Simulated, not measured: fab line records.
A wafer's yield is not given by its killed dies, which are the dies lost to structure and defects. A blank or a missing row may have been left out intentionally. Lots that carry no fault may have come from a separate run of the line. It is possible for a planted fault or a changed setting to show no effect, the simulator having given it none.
fab line records    flow nand-harc
record: lots: 6  wafers: 17  last-day: 24
route steps=1159 shown A_CHANNEL_HOLE_D1@488 A_CHANNEL_FILL_D1@490 END@1159
lots with no fault: from the same line, run without faults
start-h: start of the lot's first displayed wafer, in hours after the record's first day    wait-h: hours since the lot's step before    " identical to the entry in the row above    L1.1+2: several wafers, shown together as one row    - no value present, or no start provided    * or withheld: withheld    < > ~ a bound
route shown NAME@n: NAME is a module with steps in the file, n the number in the route of the first one    usual: mean and standard deviation over wafers with no fault    same: alike in all rows    chamber/n: place in a boat    sites: readings site by site    _std_site: how widely they spread, as a standard deviation    _edge_site: inner sites' mean taken away from outer sites' mean    radius-mm: how far each site lies from the wafer's centre    mask NAME#n: copy n    behind: the last tool/chamber to shape the wafer    hold: what put the lot on hold/how long, in hours/how the hold closed    device: names the non-switching transistor (n, p or np)    end of line: tests of these same wafers at the route's end    where a step has no rows: the recipe by itself    killed: the dies lost at the first sort to structure and to defects; this is not the yield of the wafer    map: a wafer's dies, marking killed ones x, the rest . and places with no die _
set.NAME: the setting as run; set.NAME@STEP: as run at that earlier step    model.NAME: the simulator's own value behind a step, which no gauge read
lots at some steps of the route; a table a step, a row a wafer
services: when a tool's chamber went out of use (start-h, in hours from the record's first day, below 0 if earlier), for how many hours, and the reason
== steps ==
step: NHARC_A_CHANNEL_HOLE_D1_XSEM_31
recipe: landing-energy-ev: 35000
usual: bot-cd-nm: 75.0/1.7  bow-nm: 8.62/0.25  tilt-deg: 0.081/0.028
lot.wafer  tool     chamber  start-h  wait-h  bot-cd-nm  bow-nm  tilt-deg
L606.3     xsem-02  0        236.99   0.1     74.1       8.51    0.108
L606.5     "        0        "        "       71.9       8.44    0.108
L606.6     "        0        "        "       72.9       8.44    0.107
L610.2     xsem-02  0        256.54   0.1     77.0       8.73    0.051
L610.4     "        0        "        "       77.2       8.70    0.050
L610.6     "        0        "        "       75.1       8.65    0.048
L615.1     xsem-02  0        285.28   0.1     75.6       8.95    0.134
L615.2     "        0        "        "       73.9       8.91    0.134
L615.3     "        0        "        "       77.5       8.91    0.134
L621.1     xsem-01  0        308.69   0.1     73.8       8.66    0.085
L621.2     "        0        "        "       76.0       8.78    0.087
L621.5     "        0        "        "       73.7       8.81    0.087
L619.1     xsem-01  0        308.90   0.1     75.4       8.68    0.071
L619.2     "        0        "        "       75.7       8.63    0.072
L620.4     xsem-01  0        313.09   0.1     77.8       9.31    0.117
L620.5     "        0        "        "       77.3       9.40    0.117
L620.6     "        0        "        "       73.7       9.23    0.114
step: NHARC_A_CHANNEL_HOLE_D1_INSPECT_40
usual: raw-defect-count: 62/20
lot.wafer  tool               chamber  start-h  wait-h  raw-defect-count
L606.3     defect-inspect-01  -        237.09   -       55
L606.5     "                  -        "        "       49
L606.6     "                  -        "        "       62
L610.2     defect-inspect-01  -        256.64   -       42
L610.4     "                  -        "        "       52
L610.6     "                  -        "        "       42
L615.1     defect-inspect-01  -        285.38   -       37
L615.2     "                  -        "        "       43
L615.3     "                  -        "        "       44
L621.1     defect-inspect-01  -        308.78   -       72
L621.2     "                  -        "        "       80
L621.5     "                  -        "        "       66
L619.1     defect-inspect-01  -        308.99   -       86
L619.2     "                  -        "        "       52
L620.4     defect-inspect-01  -        313.18   -       35
L620.5     "                  -        "        "       53
L620.6     "                  -        "        "       35
step: NHARC_A_CHANNEL_FILL_D1_PRECLEAN_00
recipe: time-s: *  temp-c: 50  bath-age-min: 0  chemistry: SC1
step: NHARC_A_CHANNEL_FILL_D1_SRD_01
step: NHARC_A_CHANNEL_FILL_D1_ALD_02
recipe: target-thk-a: 60  pulse-time-s: 10  ald-cycles: 60  temp-c: 300  material: SiO2
usual: heater-power-outer-w: 257/21  heater-power-w: 466/24  precursor-pulse-height-rel: 0.999/0.02
lot.wafer  tool       chamber  start-h  wait-h  heater-power-outer-w  heater-power-w  precursor-pulse-height-rel  since-wet-clean-h
L606.3     ald-hk-04  0        237.43   -       281                   517             0.945                       40
L606.6     "          2        "        "       271                   510             0.963                       -
L606.5     "          3        "        "       290                   457             1.032                       -
L610.4     ald-hk-03  1        256.98   -       232                   440             1.031                       100
L610.2     "          3        "        "       237                   481             0.993                       101
L610.6     "          2        "        "       258                   465             0.986                       -
L615.3     ald-hk-04  2        285.73   -       282                   518             0.991                       88
L615.1     "          3        "        "       291                   462             1.006                       88
L615.2     "          0        "        "       284                   515             1.032                       88
L621.2     ald-hk-01  3        309.05   -       234                   442             0.995                       71
L621.1     "          0        "        "       250                   453             0.976                       71
L621.5     "          2        "        "       292                   491             0.982                       -
L619.2     ald-hk-03  3        309.33   -       242                   465             0.994                       153
L619.1     "          0        "        "       279                   504             0.996                       153
L620.4     ald-hk-03  1        313.37   -       230                   436             1.013                       157
L620.6     "          1        "        "       235                   444             1.009                       -
L620.5     "          2        "        "       261                   476             1.047                       -
step: NHARC_A_CHANNEL_FILL_D1_ALD_03
recipe: target-thk-a: 60  pulse-time-s: 60  ald-cycles: 58  temp-c: 630  pressure-torr: 2  material: SiNx
usual: precursor-pulse-height-rel: 1.000/0.02
lot.wafer  tool              chamber  start-h  wait-h  precursor-pulse-height-rel
L606.3     ald-sin-batch-01  0        -        -       0.997
L606.5     "                 0        "        "       0.975
L606.6     "                 0        "        "       0.974
L610.2     ald-sin-batch-03  0        -        -       0.991
L610.4     "                 0        "        "       0.986
L610.6     "                 0        "        "       0.976
L615.1     ald-sin-batch-01  0        -        -       1.003
L615.2     "                 0        "        "       0.964
L615.3     "                 0        "        "       1.007
L619.1     ald-sin-batch-02  0        -        -       1.034
L619.2     "                 0        "        "       1.031
L621.1     ald-sin-batch-02  0        -        -       1.005
L621.2     "                 0        "        "       1.017
L621.5     "                 0        "        "       0.981
L620.4     ald-sin-batch-01  0        -        -       0.989
L620.5     "                 0        "        "       0.981
L620.6     "                 0        "        "       1.027
step: NHARC_A_CHANNEL_FILL_D1_ALD_14
recipe: target-thk-a: 25  pulse-time-s: 10  ald-cycles: 25  temp-c: 300  material: SiO2
usual: heater-power-outer-w: 257/21  heater-power-w: 473/26  precursor-pulse-height-rel: 0.999/0.021
lot.wafer  tool       chamber  start-h  wait-h  heater-power-outer-w  heater-power-w  precursor-pulse-height-rel  since-wet-clean-h
L606.3     ald-hk-03  2        244.31   0.3     265                   471             1.021                       88
L606.5     "          2        "        "       263                   477             0.996                       -
L606.6     "          3        "        "       239                   483             1.000                       -
L610.2     ald-hk-03  0        263.89   0.3     281                   483             1.027                       107
L610.4     "          2        "        "       265                   467             0.977                       107
L610.6     "          0        "        "       273                   485             0.974                       -
L615.3     ald-hk-03  1        296.07   3.1     229                   439             1.022                       139
L615.1     "          2        "        "       264                   468             0.986                       140
L615.2     "          3        "        "       239                   483             1.005                       140
L619.1     ald-hk-03  1        316.06   0.1     232                   433             0.988                       159
L619.2     "          2        "        "       263                   481             1.001                       160
L621.1     ald-hk-01  3        316.11   0.1     222                   443             0.996                       78
L621.2     "          0        "        "       250                   458             0.960                       78
L621.5     "          2        "        "       294                   485             1.014                       -
L620.4     ald-hk-04  0        320.50   0.2     278                   511             0.967                       123
L620.5     "          2        "        "       275                   516             0.978                       -
L620.6     "          3        "        "       290                   463             1.003                       -
step: NHARC_A_CHANNEL_FILL_D1_ALD_15
recipe: target-thk-a: 20  pulse-time-s: 60  ald-cycles: 19  temp-c: 630  pressure-torr: 2  material: SiNx
usual: precursor-pulse-height-rel: 0.999/0.022
lot.wafer  tool              chamber  start-h  wait-h  precursor-pulse-height-rel
L606.3     ald-sin-batch-02  0        -        -       1.007
L606.5     "                 0        "        "       0.999
L606.6     "                 0        "        "       0.960
L610.2     ald-sin-batch-02  0        -        -       1.012
L610.4     "                 0        "        "       0.986
L610.6     "                 0        "        "       0.990
L615.1     ald-sin-batch-01  0        -        -       1.006
L615.2     "                 0        "        "       1.013
L615.3     "                 0        "        "       1.007
L619.1     ald-sin-batch-02  0        -        -       1.031
L619.2     "                 0        "        "       1.040
L621.1     ald-sin-batch-02  0        -        -       1.009
L621.2     "                 0        "        "       1.017
L621.5     "                 0        "        "       1.006
L620.4     ald-sin-batch-01  0        323.69   3.1     1.000
L620.5     "                 0        "        "       0.987
L620.6     "                 0        "        "       1.003
step: NHARC_A_CHANNEL_FILL_D1_ALD_16
recipe: target-thk-a: 15  pulse-time-s: 10  ald-cycles: 15  temp-c: 300  material: SiO2
step: NHARC_A_CHANNEL_FILL_D1_ANNEAL_17
recipe: temp-c: 850  time-s: 1800
step: NHARC_A_CHANNEL_FILL_D1_CVD_18
recipe: target-thk-a: 30  temp-c: 550  material: poly-Si
step: NHARC_A_CHANNEL_FILL_D1_ETCHBACK_19
recipe: target-depth-a: 50  time-s: 1.7  hbr-flow-sccm: 150  cl2-flow-sccm: 50  rf-w: 400  icp-w: 400  bias-w: 100  chemistry: HBr/Cl2
step: NHARC_A_CHANNEL_FILL_D1_ETCHBACK_20
recipe: target-depth-a: 270  time-s: 13.5  c4f8-flow-sccm: withheld  o2-flow-sccm: 8  ar-flow-sccm: withheld  rf-w: 600  bias-w: 1500  chemistry: C4F8/O2/Ar
usual: oes-product-au: 0.95/0.036  rf-vpp-V: 977/5.8  run-length-s: 34.7/0.39
lot.wafer  tool         chamber  start-h  wait-h  oes-product-au  rf-hours-counter-h  rf-vpp-V  run-length-s
L606.3     rie-diel-05  2        261.70   -       0.93            2                   972       34.1
L606.5     "            0        "        "       0.92            -                   981       35.0
L606.6     "            1        "        "       0.97            -                   971       35.6
L610.4     rie-diel-05  0        280.51   -       0.93            3                   981       35.1
L610.2     "            3        "        "       0.93            3                   988       35.0
L610.6     "            0        "        "       0.92            -                   980       35.0
L615.3     rie-diel-05  1        312.92   -       0.89            3                   971       35.4
L615.2     "            3        "        "       0.92            3                   988       29.2
L615.1     "            0        "        "       0.93            3                   982       35.0
L619.2     rie-diel-05  3        333.06   -       0.92            4                   987       29.4
L619.1     "            1        "        "       0.90            4                   972       35.1
L621.2     rie-diel-04  1        333.07   -       0.97            5                   982       34.7
L621.1     "            2        "        "       0.99            7                   974       34.7
L621.5     "            0        "        "       1.00            -                   969       34.9
L620.4     rie-diel-06  2        341.48   -       0.93            4                   972       33.9
L620.6     "            2        "        "       0.94            -                   973       34.6
L620.5     "            3        "        "       0.92            -                   970       34.4
step: NHARC_A_CHANNEL_FILL_D1_STRIP_28
recipe: time-s: 20  o2-flow-sccm: 500  ar-flow-sccm: 0  bias-w: 0  chemistry: O2
step: NHARC_END_SORT_01
recipe: temp-c: 25
usual: killed-at-array: 28/11  killed-at-other: 0.8/1.1  killed-at-periphery: 3.3/2.8  killed-dies: 32/11  killed-open: 3.3/1.9  killed-short: 1.9/1.4
same: gross-dies: 677
lot.wafer  tool       chamber  start-h  wait-h  killed-at-array  killed-at-other  killed-at-periphery  killed-dies  killed-open  killed-short
L606.3     prober-01  0        496.27   3.1     27               1                2                    30           5            3
L606.5     prober-01  0        497.86   3.7     13               1                3                    17           1            2
L606.6     prober-01  0        498.65   4.0     32               1                2                    35           6            1
L610.2     prober-02  0        514.67   2.8     33               0                2                    35           3            1
L610.4     prober-02  0        516.25   3.4     23               1                3                    27           3            2
L610.6     prober-02  0        517.83   3.9     32               2                3                    37           6            0
L615.1     prober-01  0        561.02   2.5     21               0                1                    22           0            1
L615.2     prober-01  0        561.82   2.8     671              2                4                    677          3            3
L615.3     prober-01  0        562.62   3.1     24               2                2                    28           4            1
L620.4     prober-01  0        571.16   3.4     14               0                5                    19           4            2
L620.5     prober-01  0        571.96   3.7     20               0                3                    23           5            4
L620.6     prober-01  0        572.76   4.0     20               0                5                    25           5            2
L619.2     prober-01  0        577.38   2.8     672              0                5                    677          2            0
L621.1     prober-02  0        584.24   2.5     52               5                5                    62           1            1
L621.2     prober-02  0        585.03   2.8     51               1                5                    57           6            2
L621.5     prober-02  0        587.41   3.7     44               3                5                    52           4            3
killed by level:class
L606.3 A_SGD_CUT:chamber-film-flake=8 A_CHANNEL_HOLE_D1:chamber-film-flake=5 A_STAIRCASE:chamber-film-flake=3 A_BLC:chamber-film-flake=3 A_CONTACT:geometric-particle:open=2 P_M0:geometric-particle:open=1 A_ONON_D1:geometric-particle:open=1 A_CHANNEL_HOLE_D1:geometric-particle:open=1
L606.5 A_STAIRCASE:chamber-film-flake=4 A_CHANNEL_HOLE_D1:chamber-film-flake=3 A_SGD_CUT:chamber-film-flake=3 A_ONON_D1:geometric-particle:short=2 P_M1:chamber-film-flake=2 A_M0:geometric-particle:open=1 P_STI:chamber-film-flake=1 THIN_TSV:chamber-film-flake=1
L606.6 A_CHANNEL_HOLE_D1:chamber-film-flake=7 A_STAIRCASE:chamber-film-flake=7 A_SGD_CUT:chamber-film-flake=6 A_BLC:chamber-film-flake=4 A_CONTACT:geometric-particle:open=3 P_CONTACT:geometric-particle:open=1 A_SGD_CUT:geometric-particle:short=1 A_M0:geometric-particle:open=1
L610.2 A_SLIT:chamber-film-flake=13 A_STAIRCASE:chamber-film-flake=10 A_CONTACT:geometric-particle:open=2 A_BLC:chamber-film-flake=2 A_CHANNEL_FILL_D1:geometric-particle:open=1 A_WL_FILL:geometric-particle:short=1 P_STI:chamber-film-flake=1 P_M0:chamber-film-flake=1
L610.4 A_SLIT:chamber-film-flake=9 A_CHANNEL_HOLE_D1:chamber-film-flake=4 A_STAIRCASE:chamber-film-flake=3 A_BLC:chamber-film-flake=3 P_M0:geometric-particle:short=1 P_BONDPAD:geometric-particle:open=1 A_SLIT:geometric-particle:open=1 A_WL_FILL:geometric-particle:short=1
L610.6 A_SLIT:chamber-film-flake=13 A_CHANNEL_HOLE_D1:chamber-film-flake=6 A_CONTACT:geometric-particle:open=4 A_STAIRCASE:chamber-film-flake=3 A_CHANNEL_FILL_D1:geometric-particle:open=2 P_M0:chamber-film-flake=2 A_CONTACT:chamber-film-flake=2 A_BLC:chamber-film-flake=2
L615.1 A_CHANNEL_HOLE_D1:chamber-film-flake=8 A_STAIRCASE:chamber-film-flake=8 A_CONTACT:chamber-film-flake=2 A_SGD_CUT:geometric-particle:short=1 P_M1:chamber-film-flake=1 A_WL_FILL:chamber-film-flake=1 A_BONDPAD:chamber-film-flake=1
L615.2 A_CHANNEL_FILL_D1:area-etchback=653 A_STAIRCASE:chamber-film-flake=10 P_M1:chamber-film-flake=3 A_WL_FILL:geometric-particle:open=2 A_CHANNEL_HOLE_D1:chamber-film-flake=2 THIN_TSV:chamber-film-flake=2 P_M2:geometric-particle:open=1 A_SOURCE_PLATE:geometric-particle:short=1
L615.3 A_STAIRCASE:chamber-film-flake=7 A_CHANNEL_HOLE_D1:chamber-film-flake=6 A_CONTACT:chamber-film-flake=3 A_WL_FILL:geometric-particle:open=2 P_M1:chamber-film-flake=2 A_WL_FILL:chamber-film-flake=2 THIN_TSV:chamber-film-flake=2 A_ONON_D1:geometric-particle:open=1
L620.4 A_CONTACT:chamber-film-flake=7 P_ZERO_WELL:chamber-film-flake=3 A_CHANNEL_HOLE_D1:chamber-film-flake=2 P_GATE:geometric-particle:open=1 P_M0:geometric-particle:open=1 A_CHANNEL_HOLE_D1:geometric-particle:short=1 A_CHANNEL_FILL_D1:geometric-particle:short=1 A_CONTACT:geometric-particle:open=1
L620.5 A_CHANNEL_HOLE_D1:chamber-film-flake=6 A_CONTACT:chamber-film-flake=4 A_STAIRCASE:chamber-film-flake=3 P_CONTACT:geometric-particle:open=2 A_CHANNEL_FILL_D1:geometric-particle:open=2 A_CHANNEL_FILL_D1:geometric-particle:short=2 A_SGD_CUT:geometric-particle:short=1 A_WL_FILL:geometric-particle:short=1
L620.6 A_CHANNEL_HOLE_D1:chamber-film-flake=6 A_CONTACT:chamber-film-flake=5 P_M0:geometric-particle:open=2 A_CHANNEL_FILL_D1:geometric-particle:short=2 P_ZERO_WELL:chamber-film-flake=2 A_CHANNEL_FILL_D1:geometric-particle:open=1 A_CONTACT:geometric-particle:open=1 A_BLC:geometric-particle:open=1
L619.2 A_CHANNEL_FILL_D1:area-etchback=647 A_SLIT:chamber-film-flake=12 A_CHANNEL_HOLE_D1:chamber-film-flake=6 A_CONTACT:chamber-film-flake=5 P_ZERO_WELL:chamber-film-flake=2 P_M2:chamber-film-flake=2 P_GATE:geometric-particle:open=1 A_CONTACT:geometric-particle:open=1
L621.1 A_CHANNEL_HOLE_D1:chamber-film-flake=25 A_SLIT:chamber-film-flake=12 A_WL_FILL:chamber-film-flake=6 A_CONTACT:chamber-film-flake=6 P_STI:chamber-film-flake=4 THIN_TSV:chamber-film-flake=4 P_CONTACT:geometric-particle:open=1 STARTING-WAFER:geometric-particle:short=1
L621.2 A_CHANNEL_HOLE_D1:chamber-film-flake=23 A_SLIT:chamber-film-flake=16 A_CONTACT:chamber-film-flake=3 A_WL_FILL:geometric-particle:short=2 P_M2:chamber-film-flake=2 A_WL_FILL:chamber-film-flake=2 P_GATE:geometric-particle:open=1 P_M0:geometric-particle:open=1
L621.5 A_CHANNEL_HOLE_D1:chamber-film-flake=19 A_SLIT:chamber-film-flake=17 P_GATE:chamber-film-flake=4 THIN_TSV:chamber-film-flake=3 A_WL_FILL:geometric-particle:open=2 P_M1:geometric-particle:open=1 A_ONON_D1:geometric-particle:short=1 A_CHANNEL_HOLE_D1:geometric-particle:open=1
map L615.2 (x killed, . not)
____________x____________
_________xxxxxxx_________
_______xxxxxxxxxxx_______
______xxxxxxxxxxxxx______
_____xxxxxxxxxxxxxxx_____
____xxxxxxxxxxxxxxxxx____
____xxxxxxxxxxxxxxxxx____
___xxxxxxxxxxxxxxxxxxx___
___xxxxxxxxxxxxxxxxxxx___
__xxxxxxxxxxxxxxxxxxxxx__
__xxxxxxxxxxxxxxxxxxxxx__
_xxxxxxxxxxxxxxxxxxxxxxx_
_xxxxxxxxxxxxxxxxxxxxxxx_
_xxxxxxxxxxxxxxxxxxxxxxx_
_xxxxxxxxxxxxxxxxxxxxxxx_
_xxxxxxxxxxxxxxxxxxxxxxx_
xxxxxxxxxxxxxxxxxxxxxxxxx
xxxxxxxxxxxxxxxxxxxxxxxxx
xxxxxxxxxxxxxxxxxxxxxxxxx
xxxxxxxxxxxxxxxxxxxxxxxxx
xxxxxxxxxxxxxxxxxxxxxxxxx
_xxxxxxxxxxxxxxxxxxxxxxx_
_xxxxxxxxxxxxxxxxxxxxxxx_
_xxxxxxxxxxxxxxxxxxxxxxx_
_xxxxxxxxxxxxxxxxxxxxxxx_
_xxxxxxxxxxxxxxxxxxxxxxx_
__xxxxxxxxxxxxxxxxxxxxx__
__xxxxxxxxxxxxxxxxxxxxx__
___xxxxxxxxxxxxxxxxxxx___
___xxxxxxxxxxxxxxxxxxx___
____xxxxxxxxxxxxxxxxx____
____xxxxxxxxxxxxxxxxx____
_____xxxxxxxxxxxxxxx_____
______xxxxxxxxxxxxx______
_______xxxxxxxxxxx_______
_________xxxxxxx_________
____________x____________
map L619.2 (x killed, . not)
____________x____________
_________xxxxxxx_________
_______xxxxxxxxxxx_______
______xxxxxxxxxxxxx______
_____xxxxxxxxxxxxxxx_____
____xxxxxxxxxxxxxxxxx____
____xxxxxxxxxxxxxxxxx____
___xxxxxxxxxxxxxxxxxxx___
___xxxxxxxxxxxxxxxxxxx___
__xxxxxxxxxxxxxxxxxxxxx__
__xxxxxxxxxxxxxxxxxxxxx__
_xxxxxxxxxxxxxxxxxxxxxxx_
_xxxxxxxxxxxxxxxxxxxxxxx_
_xxxxxxxxxxxxxxxxxxxxxxx_
_xxxxxxxxxxxxxxxxxxxxxxx_
_xxxxxxxxxxxxxxxxxxxxxxx_
xxxxxxxxxxxxxxxxxxxxxxxxx
xxxxxxxxxxxxxxxxxxxxxxxxx
xxxxxxxxxxxxxxxxxxxxxxxxx
xxxxxxxxxxxxxxxxxxxxxxxxx
xxxxxxxxxxxxxxxxxxxxxxxxx
_xxxxxxxxxxxxxxxxxxxxxxx_
_xxxxxxxxxxxxxxxxxxxxxxx_
_xxxxxxxxxxxxxxxxxxxxxxx_
_xxxxxxxxxxxxxxxxxxxxxxx_
_xxxxxxxxxxxxxxxxxxxxxxx_
__xxxxxxxxxxxxxxxxxxxxx__
__xxxxxxxxxxxxxxxxxxxxx__
___xxxxxxxxxxxxxxxxxxx___
___xxxxxxxxxxxxxxxxxxx___
____xxxxxxxxxxxxxxxxx____
____xxxxxxxxxxxxxxxxx____
_____xxxxxxxxxxxxxxx_____
______xxxxxxxxxxxxx______
_______xxxxxxxxxxx_______
_________xxxxxxx_________
____________x____________
== services ==
tool              chamber  start-h  hours  kind
rie-diel-05       0        221.60   -      clean
rie-diel-05       1        221.60   -      clean
rie-diel-05       2        221.60   -      clean
rie-diel-05       3        221.60   -      clean
rie-diel-05       2        227.71   5.5    repair
ald-hk-01         -        228.00   10.0   pm
rie-diel-06       -        241.20   9.0    pm
rie-diel-05       0        246.10   -      clean
rie-diel-05       0        253.44   1.8    repair
rie-diel-06       0        282.06   1.3    repair
rie-diel-04       -        289.28   9.0    pm
rie-diel-05       2        290.13   3.5    repair
xsem-02           -        302.00   14.0   pm
rie-diel-04       1        311.06   8.9    repair
ald-sin-batch-03  -        314.00   26.0   pm
ald-hk-03         0        326.00   10.0   vent-cycle
ald-hk-03         3        326.00   10.0   vent-cycle
rie-diel-05       -        328.11   0.8    repair
ald-hk-03         -        329.21   0.7    repair
ald-hk-03         0        336.00   -      clean
ald-hk-03         1        336.00   -      clean
ald-hk-03         2        336.00   -      clean
ald-hk-03         3        336.00   -      clean
rie-diel-05       -        340.60   9.0    pm
== key ==
first-sign: step: NHARC_A_CHANNEL_FILL_D1_ETCHBACK_20  reading: run-length-s  direction: down  sigmas: 14  usual: *  struck: *
effect: step: NHARC_END_SORT_01  reading: killed-at-array  direction: up  sigmas: 59  usual: 28  struck: 672
more-kills-born-at: NHARC_A_CHANNEL_FILL_D1_ETCHBACK_20@rie-diel-05: 1300
met-at NHARC_A_CHANNEL_FILL_D1_ETCHBACK_20
struck-wafers L615.2,L619.2
later-rows-left-out L615.2,L619.2
tester-left-out L615,L619
onset-between 280.51 312.92
fault: kind: process-parameter-drift  tool: rie-diel-05  chamber: -  onset-h: 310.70  steps: NHARC_A_CHANNEL_FILL_D1_ETCHBACK_20  channel: time-s  offset: *  shape: step  end-h: 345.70  scope: struck-wafers-only  acts-in: *  stated: *
tester-left-out: of these lots the tester's yield and bins aren't shown, on N5 and GAA mostly nor the transistor test; their killed dies are dies lost to structure and defects alone, not to doping, threshold or leakage, so they don't give the yield
later-rows-left-out: the simulator's readings of these wafers behind a module that went badly wrong aren't trusted and aren't shown, but for the sort
